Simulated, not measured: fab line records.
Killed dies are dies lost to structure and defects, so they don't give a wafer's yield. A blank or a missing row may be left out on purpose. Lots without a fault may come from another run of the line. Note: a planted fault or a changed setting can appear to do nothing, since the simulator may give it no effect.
fab line records	flow n5Finfet
[record] lots = 7	wafers = 21
route steps=1938 shown BEOL_M3@938 BEOL_M5@1154 BEOL_M6@1224
startH: hours from the record's first day to the start of the lot's first wafer shown	waitH: hours from the lot's prior step to this one	" as in the row above	L1.1+2: one row covering several wafers at once	- either no value or no given start	* or withheld: withheld	< > ~ a bound
route shown NAME@n: NAME is a module with steps in the file, n the number in the route of the first one	usual: mean/standard deviation taken from wafers without a fault	same: alike in all rows	chamber/n: place in a boat	sites: the reading at each site	_std_site: standard deviation across them	_edge_site: mean of outer sites minus mean of inner sites	radiusMm: for every site, how far away it sits from the centre of the wafer	mask NAME#n: copy n	behind: the tool/chamber that last shaped the wafer	hold: the reason the lot was held/the length of the hold in hours/how it ended	device: the transistor (n, p or np) that didn't switch	end of line: the tests these same wafers got at the end of their route	for a step that has no rows: nothing shown but its recipe	killed: count of dies lost to structure and defects at first sort (not the wafer's yield)	map: a wafer's dies, marking killed ones x, the rest . and places with no die _
set.NAME: the setting the step ran with; set.NAME@STEP: the setting that earlier step ran with	model.NAME: the simulator's own value behind a step, which no gauge read
lots where settings were altered on purpose, with a table for each step and a row for each wafer
[[steps]]
[step N5_BEOL_M3_COAT_05]
[recipe] resist = CAR-EUV	spinRpm = 1500	resistThkNm = 30
lot.wafer	tool	chamber	startH	waitH	set.spinRpm	model.CAR-EUV_of_BEOL_M3_COAT_05.thkNm
L076.1+2	lithoTrack-04	0	-	-	1500	30
L076.6	"	0	"	"	1393	31.2
L082.2+3+4	lithoTrack-05	0	-	-	1500	30
L087.2+6	lithoTrack-04	0	-	-	1631	29
L087.3	"	0	"	"	1500	30.2
L089.2+3	lithoTrack-01	0	-	-	1500	30
L089.5	"	0	"	"	1415	30.8
L092.1+6	lithoTrack-01	0	-	-	1500	30.2
L092.3	"	0	"	"	1596	29.2
L094.1+3	lithoTrack-04	0	-	-	1500	30
L094.4	"	0	"	"	1448	30.6
L097.1+3+5	lithoTrack-01	0	-	-	1592	29
[step N5_BEOL_M3_EBR_07]
[recipe] solvent = PGMEA	ebrWidthMm = 1.5
[step N5_BEOL_M3_SOFTBAKE_06]
[recipe] tempC = 110	timeS = 60	resist = CAR-EUV
[step N5_BEOL_M3_EXPOSE_08]
[recipe] maskId = M3	na = 0.33	sourceShape = dipole	sigmaInner = 0.369	sigmaOuter = 0.767	polarization = unpolarized	doseMj = 33
[step N5_BEOL_M3_PEB_09]
[recipe] pebTempC = 100	pebTimeS = 60	resist = CAR-EUV
[step N5_BEOL_M3_DEVELOP_10]
[recipe] developTimeS = 30	developer = TMAH	resist = CAR-EUV	rinseLiquid = surfactantRinse	dry = airSpin	devTempC = 23
lot.wafer	tool	chamber	startH	waitH	set.spinRpm@BEOL_M3_COAT_05	model.CAR-EUV_of_BEOL_M3_COAT_05.thkNm
L076.1+2	lithoTrack-04	0	-	-	1500	29.6
L076.6	"	0	"	"	1393	30.6
L082.2+4	lithoTrack-04	0	-	-	1500	29.6
L082.3	"	0	"	"	1500	29.4
L087.2	lithoTrack-01	0	-	-	1631	28.4
L087.3	"	0	"	"	1500	29.8
L087.6	"	0	"	"	1631	28.6
L089.2	lithoTrack-01	0	-	-	1500	29.6
L089.3	"	0	"	"	1500	29.4
L089.5	"	0	"	"	1415	30.4
L092.1+6	lithoTrack-04	0	-	-	1500	29.6
L092.3	"	0	"	"	1596	28.8
L094.1+3	lithoTrack-01	0	-	-	1500	29.6
L094.4	"	0	"	"	1448	30.2
L097.1+3+5	lithoTrack-04	0	-	-	1592	28.6
[step N5_BEOL_M3_DESCUM_16]
[recipe] chemistry = O2	timeS = 7	sourcePowerW = 50	biasPowerW = 20	pressureMtorr = 20	rfFrequencyHz = 2.712e+07	tempC = 40	resist = CAR-EUV	o2FlowSccm = 225
[step N5_BEOL_M3_ETCH_74]
[recipe] chemistry = N2/H2	target = underlayer	targetDepthA = 65	maskMaterial = CAR-EUV	timeS = 5.2	ionEnergyEv = 200	pressureMtorr = 30	sourceW = 840	biasW = 150	n2FlowSccm = 200	h2FlowSccm = 200	ends = cleared
lot.wafer	tool	chamber	startH	waitH	set.spinRpm@BEOL_M3_COAT_05	model.CAR-EUV_of_BEOL_M3_COAT_05.thkNm
L076.1	rieDiel-06	3	166.25	0.0	1500	20.4
L076.2	"	0	"	"	1500	20.2
L076.6	"	3	"	"	1393	21.4
L082.2+4	rieDiel-02	2,3	202.70	0.0	1500	20.4
L082.3	"	1	"	"	1500	20.2
L087.2	rieDiel-06	1	232.80	0.0	1631	19.2
L087.3	"	2	"	"	1500	20.4
L087.6	"	0	"	"	1631	19.4
L089.2+3	rieDiel-03	1,3	252.49	0.0	1500	20.4
L089.5	"	1	"	"	1415	21.2
L092.1+6	rieDiel-03	3,0	290.38	0.0	1500	20.4
L092.3	"	2	"	"	1596	19.6
L094.1+3	rieDiel-02	1,2	293.62	0.0	1500	20.4
L094.4	"	0	"	"	1448	20.8
L097.1+3+5	rieDiel-02	2,1,3	313.47	0.0	1592	19.4
[step N5_BEOL_M3_ETCH_63]
[recipe] chemistry = CF4	target = SiARC	targetDepthA = 156	maskMaterial = CAR-EUV	timeS = 26	ionEnergyEv = 80	pressureMtorr = 40	sourceW = 545	biasW = 36	Ar_flow_sccm = 100	cf4FlowSccm = 100	ends = cleared
[step N5_BEOL_M3_ETCH_64]
[recipe] chemistry = N2/H2	target = SOC	targetDepthA = 750	overetchA = 150	maskMaterial = SiARC	tempC = 40	timeS = 112.5	ionEnergyEv = 200	pressureMtorr = 30	sourceW = 840	biasW = 150	n2FlowSccm = 200	h2FlowSccm = 200
[step N5_BEOL_M3_STRIP_97]
[recipe] chemistry = N2/H2	timeS = 10	powerW = 450	tempC = 40	pressureMtorr = 20	rfFrequencyHz = 6e+07	biasPowerW = 7	n2FlowSccm = 200	h2FlowSccm = 200
[step N5_BEOL_M3_HM_STRIP_39]
[recipe] chemistry = peroxideTinStrip	material = TiN	targetDepthA = 250	tempC = 50	timeS = 158
lot.wafer	tool	chamber	startH	waitH	set.timeS@BEOL_M3_PECVD_72	model.SiO2_of_BEOL_M3_PECVD_72.thkNm
L076.1	wetBench-01	0	177.50	0.0	18	15.6
L076.2	"	5	"	"	18	15.4
L076.6	"	6	"	"	18	15.8
L082.2+3	wetBench-01	0,2	218.85	0.0	18	15.6
L082.4	"	1	"	"	18	16
L089.2	wetBench-02	6	270.73	0.0	19.46	17.4
L089.3+5	"	5,7	"	"	18	16
L087.2+3	wetBench-01	6,3	278.40	0.0	18	15.6
L087.6	"	5	"	"	18	15.8
L092.1	wetBench-01	5	298.98	0.0	16.76	14.8
L092.3	"	7	"	"	18	15.8
L092.6	"	0	"	"	16.76	15
L094.1	wetBench-06	4	299.45	0.0	19.12	17
L094.3+4	"	1,5	"	"	18	16.2
L097.1+3+5	wetBench-01	7,2,3	319.66	0.0	18	16
[step N5_BEOL_M5_ETCH_68]
[recipe] chemistry = N2/H2	target = SOC	targetDepthA = 800	overetchA = 160	maskMaterial = SiARC	tempC = 40	timeS = 120	ionEnergyEv = 200	pressureMtorr = 30	sourceW = 840	biasW = 150	n2FlowSccm = 200	h2FlowSccm = 200
[usual] rfVppV = 523.9/2.7
lot.wafer	tool	chamber	startH	waitH	set.biasW	rfVppV	model.SiARC_of_BEOL_M5_COAT_66.thkNm
L076.1	rieDiel-06	0	200.26	0.0	150	522.4	6.4
L076.2	"	2	"	"	150	519.9	6.4
L076.6	"	0	"	"	150	522.2	6.4
L082.2	rieDiel-02	3	259.77	0.0	150	521.2	6.4
L082.3	"	2	"	"	150	525.8	6.4
L082.4	"	2	"	"	150	525.0	6.4
L089.2	rieDiel-02	2	302.41	0.0	150	524.6	6.4
L089.3	"	0	"	"	150	521.6	6.4
L089.5	"	0	"	"	161.2	547.4	5.8
L087.2	rieDiel-06	3	312.40	0.0	150	523.3	6.4
L087.3	"	0	"	"	150	521.2	6.4
L087.6	"	3	"	"	169.8	563.8	5.6
L092.1	rieDiel-03	3	335.67	0.0	150	527.0	6.4
L092.3	"	2	"	"	150	529.6	6.4
L092.6	"	0	"	"	150	520.8	6.6
L094.1	rieDiel-03	2	340.81	0.0	150	528.6	6.2
L094.3	"	0	"	"	150	522.1	6.6
L094.4	"	1	"	"	150	526.4	6.2
L097.1	rieDiel-03	2	355.68	0.0	150	528.2	6.4
L097.3	"	0	"	"	150	521.7	6.6
L097.5	"	2	"	"	175.6	583.9	5.4
[step N5_BEOL_M5_TRENCH_ETCH_37]
[recipe] chemistry = C4F6/O2	targetDepthA = 716.52	target = SiCOH_lowk	timeS = 24.7	ionEnergyEv = 250	pressureMtorr = 30	sourceW = 345	biasW = 185	Ar_flow_sccm = 300	C4F6_flow_sccm = 10	O2_flow_sccm = 10
[usual] rfVppV = 664/6.5
lot.wafer	tool	chamber	startH	waitH	set.biasW	rfVppV
L076.1	rieDiel-06	0	-	-	185	658
L076.2	"	2	"	"	185	657
L076.6	"	0	"	"	185	659
L082.2	rieDiel-02	3	-	-	185	656
L082.3	"	2	"	"	185	667
L082.4	"	2	"	"	185	667
L089.2	rieDiel-02	2	-	-	185	669
L089.3	"	0	"	"	185	656
L089.5	"	0	"	"	185	658
L087.2	rieDiel-06	3	-	-	185	662
L087.3	"	0	"	"	185	657
L087.6	"	3	"	"	185	662
L092.1	rieDiel-03	3	-	-	185	673
L092.3	"	2	"	"	185	673
L092.6	"	0	"	"	185	662
L094.1	rieDiel-03	2	-	-	185	672
L094.3	"	0	"	"	173.4	629
L094.4	"	1	"	"	173.4	639
L097.1	rieDiel-03	2	-	-	185	674
L097.3	"	0	"	"	196.5	695
L097.5	"	2	"	"	185	672
[step N5_BEOL_M6_EXPOSE_25]
[recipe] maskId = V5	na = 0.33	sourceShape = annular	sigmaInner = 0.4	sigmaOuter = 0.8	polarization = unpolarized	targetCdNm = 40	doseMj = 45
lot.wafer	tool	chamber	startH	waitH	mask	set.doseMj
L076.1+2+6	euvScanner-01	0	213.99	-	V5#0	45
L082.2+3+4	euvScanner-02	0	270.33	-	V5#0	45
L089.2+3	euvScanner-02	0	315.54	-	V5#0	45
L089.5	"	0	"	"	V5#0	46.69
L087.2+3+6	euvScanner-01	0	322.33	-	V5#0	45
L092.1+3+6	euvScanner-01	0	349.59	-	V5#0	45
L094.1+4	euvScanner-02	0	353.23	-	V5#0	48.04
L094.3	"	0	"	"	V5#0	45
L097.1+3+5	euvScanner-02	0	367.89	-	V5#0	45
[step N5_BEOL_M6_PEB_26]
[recipe] pebTempC = 100	pebTimeS = 60	resist = CAR-EUV
[step N5_BEOL_M6_DEVELOP_27]
[recipe] developTimeS = 30	developer = TMAH	resist = CAR-EUV	rinseLiquid = surfactantRinse	dry = airSpin	devTempC = 23
[step N5_BEOL_M6_CD_MEAS_28]
[recipe] targetCdNm = 40	landingEnergyEv = 500	detector = seInlens
[usual] cdNm = 40.05/0.22
lot.wafer	tool	chamber	startH	waitH	set.doseMj@BEOL_M6_EXPOSE_25	cdNm
L076.1	cdSem-02	0	214.12	-	45	40.16
L076.2	"	0	"	"	45	40.39
L076.6	"	0	"	"	45	40.46
L082.2	cdSem-03	0	270.46	-	45	40.13
L082.3	"	0	"	"	45	40.47
L082.4	"	0	"	"	45	40.10
L089.2	cdSem-02	0	315.67	-	45	40.09
L089.3	"	0	"	"	45	40.24
L089.5	"	0	"	"	46.69	40.81
L087.2	cdSem-03	0	322.46	-	45	40.03
L087.3	"	0	"	"	45	40.37
L087.6	"	0	"	"	45	40.26
L092.1	cdSem-03	0	349.72	-	45	39.95
L092.3	"	0	"	"	45	40.06
L092.6	"	0	"	"	45	39.83
L094.1	cdSem-01	0	353.36	-	48.04	41.99
L094.3	"	0	"	"	45	39.90
L094.4	"	0	"	"	48.04	41.64
L097.1	cdSem-03	0	368.03	-	45	39.88
L097.3	"	0	"	"	45	39.89
L097.5	"	0	"	"	45	39.91
[step N5_BEOL_M6_DESCUM_33]
[recipe] chemistry = O2	timeS = 7	sourcePowerW = 50	biasPowerW = 20	pressureMtorr = 20	rfFrequencyHz = 2.712e+07	tempC = 40	resist = CAR-EUV	o2FlowSccm = 225
lot.wafer	tool	chamber	startH	waitH	set.doseMj@BEOL_M6_EXPOSE_25	model.BEOL_M6.cdNm
L076.1+6	rieDiel-05	3,1	214.46	0.3	45	40.4
L076.2	"	2	"	"	45	40.2
L082.2+4	rieDiel-05	2,1	270.73	0.2	45	40
L082.3	"	3	"	"	45	40.2
L089.2+3	rieDiel-05	3,0	315.79	0.0	45	40
L089.5	"	3	"	"	46.69	41
L087.2	rieDiel-05	3	322.82	0.3	45	40.4
L087.3+6	"	1,0	"	"	45	40.2
L092.1	rieDiel-01	3	350.22	0.4	45	39.8
L092.3+6	"	0	"	"	45	40
L094.1	rieDiel-04	0	353.49	0.0	48.04	41.8
L094.3	"	3	"	"	45	39.8
L094.4	"	1	"	"	48.04	41.6
L097.1+3	rieDiel-01	1,3	368.15	0.0	45	39.8
L097.5	"	2	"	"	45	40
[step N5_BEOL_M6_ETCH_72]
[recipe] chemistry = N2/H2	target = underlayer	targetDepthA = 65	maskMaterial = CAR-EUV	timeS = 5.2	ionEnergyEv = 200	pressureMtorr = 30	sourceW = 840	biasW = 150	n2FlowSccm = 200	h2FlowSccm = 200	ends = cleared
lot.wafer	tool	chamber	startH	waitH	set.doseMj@BEOL_M6_EXPOSE_25	model.BEOL_M6.cdNm
L076.1+6	rieDiel-05	3,1	214.50	0.0	45	40.4
L076.2	"	2	"	"	45	40.2
L082.2+4	rieDiel-05	2,1	270.77	0.0	45	40
L082.3	"	3	"	"	45	40.2
L089.2+3	rieDiel-05	3,0	315.83	0.0	45	40
L089.5	"	3	"	"	46.69	41
L087.2	rieDiel-05	3	322.86	0.0	45	40.4
L087.3	"	1	"	"	45	40.2
L087.6	"	0	"	"	45	40
L092.1+3+6	rieDiel-01	3,0,0	350.26	0.0	45	39.8
L094.1	rieDiel-04	0	353.52	0.0	48.04	41.8
L094.3	"	3	"	"	45	40
L094.4	"	1	"	"	48.04	41.6
L097.1+3	rieDiel-01	1,3	368.18	0.0	45	39.8
L097.5	"	2	"	"	45	40
[step N5_BEOL_M6_ETCH_66]
[recipe] chemistry = N2/H2	target = SOC	targetDepthA = 800	overetchA = 160	maskMaterial = SiARC	tempC = 40	timeS = 120	ionEnergyEv = 200	pressureMtorr = 30	sourceW = 840	biasW = 150	n2FlowSccm = 200	h2FlowSccm = 200
[usual] rfVppV = 524.0/2.1
lot.wafer	tool	chamber	startH	waitH	set.biasW	rfVppV	model.SiARC_of_BEOL_M6_COAT_64.thkNm
L076.1	rieDiel-05	3	214.54	0.0	150	521.0	6.4
L076.2	"	2	"	"	136.7	496.3	7
L076.6	"	1	"	"	136.7	494.3	7
L082.2	rieDiel-05	2	270.81	0.0	150	527.4	6.4
L082.3	"	3	"	"	150	520.9	6.4
L082.4	"	1	"	"	150	523.3	6.4
L089.2	rieDiel-05	3	315.87	0.0	150	521.3	6.4
L089.3	"	0	"	"	150	526.3	6.6
L089.5	"	3	"	"	150	522.5	6.4
L087.2	rieDiel-05	3	322.90	0.0	150	522.4	6.4
L087.3	"	1	"	"	150	524.2	6.6
L087.6	"	0	"	"	150	527.7	6.6
L092.1	rieDiel-01	3	350.30	0.0	150	524.5	6.4
L092.3	"	0	"	"	150	521.1	6.4
L092.6	"	0	"	"	150	521.3	6.4
L094.1	rieDiel-04	0	353.57	0.0	150	524.7	6.4
L094.3	"	3	"	"	141.2	505.5	6.8
L094.4	"	1	"	"	141.2	502.3	6.8
L097.1	rieDiel-01	1	368.23	0.0	150	521.8	6.4
L097.3	"	3	"	"	150	523.4	6.4
L097.5	"	2	"	"	150	524.1	6.2
[[key]]
[split] step = N5_BEOL_M3_COAT_05	setting = spinRpm	stated = 1500	by = wafer
[response] step = N5_BEOL_M3_COAT_05	reading = model.CAR-EUV_of_BEOL_M3_COAT_05.thkNm	change = -0.151	per = 1%	r = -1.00
[response] step = N5_BEOL_M3_DEVELOP_10	reading = model.CAR-EUV_of_BEOL_M3_COAT_05.thkNm	change = -0.145	per = 1%	r = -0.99
[response] step = N5_BEOL_M3_ETCH_74	reading = model.CAR-EUV_of_BEOL_M3_COAT_05.thkNm	change = -0.134	per = 1%	r = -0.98
[split] step = N5_BEOL_M5_ETCH_68	setting = biasW	stated = 150	by = wafer
[response] step = N5_BEOL_M5_ETCH_68	reading = rfVppV	change = +3.33	per = 1%	r = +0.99
[response] step = N5_BEOL_M5_ETCH_68	reading = model.SiARC_of_BEOL_M5_COAT_66.thkNm	change = -0.0649	per = 1%	r = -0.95
[split] step = N5_BEOL_M5_TRENCH_ETCH_37	setting = biasW	stated = 185	by = wafer
[response] step = N5_BEOL_M5_TRENCH_ETCH_37	reading = rfVppV	change = +4.86	per = 1%	r = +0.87
[split] step = N5_BEOL_M6_EXPOSE_25	setting = doseMj	stated = 45	by = wafer
[response] step = N5_BEOL_M6_CD_MEAS_28	reading = cdNm	change = +0.258	per = 1%	r = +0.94
[response] step = N5_BEOL_M6_DESCUM_33	reading = model.BEOL_M6.cdNm	change = +0.278	per = 1%	r = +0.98
[response] step = N5_BEOL_M6_ETCH_72	reading = model.BEOL_M6.cdNm	change = +0.255	per = 1%	r = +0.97
[split] step = N5_BEOL_M6_ETCH_66	setting = biasW	stated = 150	by = wafer
[response] step = N5_BEOL_M6_ETCH_66	reading = rfVppV	change = +3.09	per = 1%	r = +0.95
[response] step = N5_BEOL_M6_ETCH_66	reading = model.SiARC_of_BEOL_M6_COAT_64.thkNm	change = -0.0678	per = 1%	r = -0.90
split outsideThisFile step=N5_BEOL_M3_PECVD_72 setting=timeS
// split outsideThisFile: this setting was split too, and the file shows its column; the key of that split is in another file
